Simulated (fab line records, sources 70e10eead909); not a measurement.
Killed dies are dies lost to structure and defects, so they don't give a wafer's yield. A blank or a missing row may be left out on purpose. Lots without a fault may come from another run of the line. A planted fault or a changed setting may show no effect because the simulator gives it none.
Which tool did it? | flow nand_harc | 10 lots, 30 wafers sampled, at 1 step of a route of 1302

WHAT THE GAUGES READ, wafer by wafer
NHARC_A_ONON_D1_THK_MEAS_14: measures by ellipsometry.
lot  | measured     | on            | thk_nm (nm)
L259 | day 8 08:47  | film_metro-02 | 999 1002 1002
L261 | day 9 07:58  | film_metro-01 | 1010 1010 1012
L263 | day 9 17:02  | film_metro-01 | 997 997 999
L269 | day 12 08:59 | film_metro-02 | 1016 1015 1017
L270 | day 12 18:28 | film_metro-02 | 998 996 996
L272 | day 13 16:14 | film_metro-02 | 986 988 987
L273 | day 14 00:05 | film_metro-02 | 988 988 988
L276 | day 15 04:20 | film_metro-02 | 1006 1008 1005
L278 | day 16 02:28 | film_metro-01 | 1009 1009 1008
L281 | day 17 11:11 | film_metro-02 | 991 993 992

WHICH TOOL RAN EACH LOT (tool, then ch and the chambers of the sampled wafers, then the start)
The record holds no process step before these readings.

THE ANSWER, worked out from the rows above alone
Rule: what is usual is taken from the lots themselves. Put in order of their means at a reading, lots are off if they are a third of the lots or fewer, leave a main group of 4 or more, and stand apart from it by a gap of 3 or more times the standard deviation of the main group's means; of several such gaps the widest counts. A main group whose means are all the same, to the digits that the tables above print for the reading, isn't used. A lot without any number at a reading at which 4 lots or more have one is off too. The other lots that the step has rows for count as sound.
No lot is off at any reading shown: from this, nothing can be told.

WHAT THE SIMULATOR HAD PUT IN
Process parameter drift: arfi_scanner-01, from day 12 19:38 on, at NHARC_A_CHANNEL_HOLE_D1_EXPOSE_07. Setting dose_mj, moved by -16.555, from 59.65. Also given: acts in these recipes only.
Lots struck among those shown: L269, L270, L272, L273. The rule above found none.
